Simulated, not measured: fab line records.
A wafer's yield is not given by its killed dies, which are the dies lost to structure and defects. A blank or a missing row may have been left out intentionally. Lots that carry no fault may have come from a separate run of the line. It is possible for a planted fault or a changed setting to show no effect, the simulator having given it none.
Which of the tools did it? :: flow n5Finfet :: 11 lots with 33 wafers sampled at 4 steps, on a route of 1938 steps

## WHAT THE GAUGES READ, wafer by wafer
N5_BEOL_M13_RS_MEAS_54: measures by four-point-probe. Usual: M13_RS 0.0451 ohm/sq, standard deviation 0.00076.
lot: L814
measured: day 13 07:11
on: filmMetro-01
M13_RS (ohm/sq): 0.0461 0.0452 0.0452
flag: 

lot: L815
measured: day 13 10:26
on: filmMetro-01
M13_RS (ohm/sq): 0.0443 0.0447 0.0457
flag: 

lot: L817
measured: day 13 21:38
on: filmMetro-02
M13_RS (ohm/sq): 0.0463 0.0450 0.0463
flag: 

lot: L818
measured: day 14 12:22
on: filmMetro-02
M13_RS (ohm/sq): 0.0441 0.0447 0.0456
flag: 

lot: L823
measured: day 14 21:23
on: filmMetro-02
M13_RS (ohm/sq): 0.0469 0.0454 0.0454
flag: 

lot: L826
measured: day 16 02:22
on: filmMetro-01
M13_RS (ohm/sq): 0.0444 0.0456 0.0443
flag: 

lot: L828
measured: day 16 20:13
on: filmMetro-01
M13_RS (ohm/sq): 0.0440 0.0440 0.0448
flag: 

lot: L830
measured: day 17 06:42
on: filmMetro-01
M13_RS (ohm/sq): 0.0446 0.0441 0.0455
flag: 

lot: L831
measured: day 17 07:36
on: filmMetro-01
M13_RS (ohm/sq): 0.0445 0.0452 0.0452
flag: 

lot: L829
measured: day 17 08:25
on: filmMetro-02
M13_RS (ohm/sq): 0.0450 0.0458 0.0453
flag: 

lot: L834
measured: day 18 14:40
on: filmMetro-01
M13_RS (ohm/sq): 0.0447 0.0452 0.0450
flag: 

N5_BEOL_M14_INSPECT_30: inspects for defects (macro). Usual: rawDefectCount at 2.0, with a standard deviation of 1.3.
lot: L814
measured: day 13 08:39
on: defectInspect-01
rawDefectCount: 2 5 3
flag: 

lot: L815
measured: day 13 11:58
on: defectInspect-02
rawDefectCount: 2 3 3
flag: 

lot: L817
measured: day 13 23:14
on: defectInspect-01
rawDefectCount: 0 1 2
flag: 

lot: L818
measured: day 14 14:05
on: defectInspect-02
rawDefectCount: 1 1 3
flag: 

lot: L823
measured: day 14 23:03
on: defectInspect-01
rawDefectCount: 2 2 4
flag: 

lot: L826
measured: day 16 03:59
on: defectInspect-01
rawDefectCount: 2 2 3
flag: 

lot: L828
measured: day 16 21:49
on: defectInspect-02
rawDefectCount: 1 2 2
flag: 

lot: L830
measured: day 17 08:11
on: defectInspect-01
rawDefectCount: 3 2 1
flag: 

lot: L831
measured: day 17 09:15
on: defectInspect-01
rawDefectCount: 0 0 2
flag: 

lot: L829
measured: day 17 10:35
on: defectInspect-01
rawDefectCount: 2 2 4
flag: 

lot: L834
measured: day 18 16:08
on: defectInspect-02
rawDefectCount: 1 2 2
flag: 

## EACH LOT AND THE TOOL THAT RAN IT (in order: tool; ch and the chambers of the sampled wafers; start)
lot: L814
N5_BEOL_M13_ETCH_38: rieDiel-03 ch 0,3, day 13 05:11
N5_BEOL_M14_STRIP_71: wetBench-06 ch 0,4,5, day 13 08:13

lot: L815
N5_BEOL_M13_ETCH_38: rieDiel-06 ch 0,1,2, day 13 08:45
N5_BEOL_M14_STRIP_71: wetBench-01 ch 1,4,5, day 13 11:29

lot: L817
N5_BEOL_M13_ETCH_38: rieDiel-01 ch 1,3, day 13 20:02
N5_BEOL_M14_STRIP_71: wetBench-01 ch 1,2,5, day 13 22:47

lot: L818
N5_BEOL_M13_ETCH_38: rieDiel-06 ch 0,2, day 14 08:07
N5_BEOL_M14_STRIP_71: wetBench-06 ch 1,3,4, day 14 13:31

lot: L823
N5_BEOL_M13_ETCH_38: rieDiel-01 ch 0,3, day 14 17:47
N5_BEOL_M14_STRIP_71: wetBench-06 ch 2,3,5, day 14 22:29

lot: L826
N5_BEOL_M13_ETCH_38: rieDiel-03 ch 1,2,3, day 15 23:19
N5_BEOL_M14_STRIP_71: wetBench-01 ch 1,6,7, day 16 03:32

lot: L828
N5_BEOL_M13_ETCH_38: rieDiel-01 ch 1,3, day 16 17:52
N5_BEOL_M14_STRIP_71: wetBench-06 ch 1,2,4, day 16 21:22

lot: L830
N5_BEOL_M13_ETCH_38: rieDiel-03 ch 0,3, day 17 04:40
N5_BEOL_M14_STRIP_71: wetBench-01 ch 0,1,5, day 17 07:44

lot: L831
N5_BEOL_M13_ETCH_38: rieDiel-01 ch 0,2,3, day 17 05:38
N5_BEOL_M14_STRIP_71: wetBench-05 ch 1,4,5, day 17 08:41

lot: L829
N5_BEOL_M13_ETCH_38: rieDiel-01 ch 1,2, day 17 06:13
N5_BEOL_M14_STRIP_71: wetBench-01 ch 3,4,7, day 17 10:01

lot: L834
N5_BEOL_M13_ETCH_38: rieDiel-03 ch 2,3, day 18 12:52
N5_BEOL_M14_STRIP_71: wetBench-01 ch 1,5,6, day 18 15:42
- N5_BEOL_M13_ETCH_38: etches SiCN in CF4/N2, target depth 67.5 nm, time 71.9 s.
- N5_BEOL_M14_STRIP_71: strips in post etch residue remover, time 60 s.

## WHAT THE TOOLS THEMSELVES READ (means of the sampled wafers that have a number; where no wafer has one, the mark that the record gives instead)
N5_BEOL_M13_ETCH_38. Usual: drypumpMotorCurrentA 5.54 A, standard deviation 0.3; n2FlowSccm 59.99 sccm, standard deviation 0.17; oesProductAu 0.81 a.u., standard deviation 0.095; rfVppV 382.1 V, standard deviation 2; showerheadPlenumPTorr 2.20 Torr, standard deviation 0.068; throttleValvePct 15.36 %, standard deviation 0.25.
lot: L814
tool: rieDiel-03
drypumpMotorCurrentA (A): 5.61
n2FlowSccm (sccm): 59.96
oesProductAu (a.u.): 0.79
rfVppV (V): 381.7
showerheadPlenumPTorr (Torr): 2.18
throttleValvePct (%): 15.39
flag: 

lot: L815
tool: rieDiel-06
drypumpMotorCurrentA (A): 5.78
n2FlowSccm (sccm): 60.15
oesProductAu (a.u.): 0.82
rfVppV (V): 384.6
showerheadPlenumPTorr (Torr): 2.26
throttleValvePct (%): 15.18
flag: 

lot: L817
tool: rieDiel-01
drypumpMotorCurrentA (A): 5.60
n2FlowSccm (sccm): 60.15
oesProductAu (a.u.): 0.70
rfVppV (V): 382.3
showerheadPlenumPTorr (Torr): 2.22
throttleValvePct (%): 15.51
flag: 

lot: L818
tool: rieDiel-06
drypumpMotorCurrentA (A): 5.63
n2FlowSccm (sccm): 59.93
oesProductAu (a.u.): 0.81
rfVppV (V): 384.1
showerheadPlenumPTorr (Torr): 2.25
throttleValvePct (%): 15.19
flag: 

lot: L823
tool: rieDiel-01
drypumpMotorCurrentA (A): 5.26
n2FlowSccm (sccm): 59.71
oesProductAu (a.u.): 0.77
rfVppV (V): 382.4
showerheadPlenumPTorr (Torr): 2.19
throttleValvePct (%): 15.51
flag: 

lot: L826
tool: rieDiel-03
drypumpMotorCurrentA (A): 5.42
n2FlowSccm (sccm): 59.98
oesProductAu (a.u.): 0.78
rfVppV (V): 380.5
showerheadPlenumPTorr (Torr): 2.12
throttleValvePct (%): 15.58
flag: 

lot: L828
tool: rieDiel-01
drypumpMotorCurrentA (A): 5.64
n2FlowSccm (sccm): 60.12
oesProductAu (a.u.): 0.79
rfVppV (V): 380.7
showerheadPlenumPTorr (Torr): 2.16
throttleValvePct (%): 15.25
flag: 

lot: L830
tool: rieDiel-03
drypumpMotorCurrentA (A): 5.61
n2FlowSccm (sccm): 59.95
oesProductAu (a.u.): 0.95
rfVppV (V): 381.1
showerheadPlenumPTorr (Torr): 2.17
throttleValvePct (%): 15.10
flag: 

lot: L831
tool: rieDiel-01
drypumpMotorCurrentA (A): 5.47
n2FlowSccm (sccm): 59.97
oesProductAu (a.u.): 0.79
rfVppV (V): 380.9
showerheadPlenumPTorr (Torr): 2.17
throttleValvePct (%): 15.42
flag: 

lot: L829
tool: rieDiel-01
drypumpMotorCurrentA (A): 5.62
n2FlowSccm (sccm): 60.01
oesProductAu (a.u.): 0.93
rfVppV (V): 381.9
showerheadPlenumPTorr (Torr): 2.22
throttleValvePct (%): 15.18
flag: 

lot: L834
tool: rieDiel-03
drypumpMotorCurrentA (A): 5.56
n2FlowSccm (sccm): 60.01
oesProductAu (a.u.): 0.81
rfVppV (V): 381.1
showerheadPlenumPTorr (Torr): 2.17
throttleValvePct (%): 15.61
flag: 

N5_BEOL_M14_STRIP_71. Usual: runLengthS 69 s, standard deviation 3.1; tempC 24.99 C, standard deviation 0.11.
lot: L814
tool: wetBench-06
runLengthS (s): -
tempC (C): -
flag: OFF

lot: L815
tool: wetBench-01
runLengthS (s): -
tempC (C): -
flag: OFF

lot: L817
tool: wetBench-01
runLengthS (s): -
tempC (C): -
flag: OFF

lot: L818
tool: wetBench-06
runLengthS (s): 66
tempC (C): 25.07
flag: 

lot: L823
tool: wetBench-06
runLengthS (s): 67
tempC (C): 25.10
flag: 

lot: L826
tool: wetBench-01
runLengthS (s): 66
tempC (C): 24.95
flag: 

lot: L828
tool: wetBench-06
runLengthS (s): 72
tempC (C): 25.09
flag: 

lot: L830
tool: wetBench-01
runLengthS (s): 73
tempC (C): 25.03
flag: 

lot: L831
tool: wetBench-05
runLengthS (s): 67
tempC (C): 25.02
flag: 

lot: L829
tool: wetBench-01
runLengthS (s): 73
tempC (C): 24.90
flag: 

lot: L834
tool: wetBench-01
runLengthS (s): 72
tempC (C): 24.94
flag: 

## THE ANSWER, worked out from the rows above alone
Rule: lot off if the mean of its wafers having a number is beyond 3 standard deviations from the usual mean. A lot without any number at a reading at which 4 lots or more have one is off too. The other lots that the step has rows for count as sound. The gauges are gone through in route order, then the tools' own readings, and for those a lot's mean is taken as printed above. At the first step where some lot is off, the reading lying furthest off is the one used; lots without a number count as furthest.
Off: L814, L815, L817 (N5_BEOL_M14_STRIP_71, runLengthS). Without a number there: L814, L815, L817.
If a tool, at that step or one of the process steps before it, ran each lot that is off and ran no sound lot following the first of them, it fits. None of those tried fits.

## WHAT THE SIMULATOR HAD INSERTED
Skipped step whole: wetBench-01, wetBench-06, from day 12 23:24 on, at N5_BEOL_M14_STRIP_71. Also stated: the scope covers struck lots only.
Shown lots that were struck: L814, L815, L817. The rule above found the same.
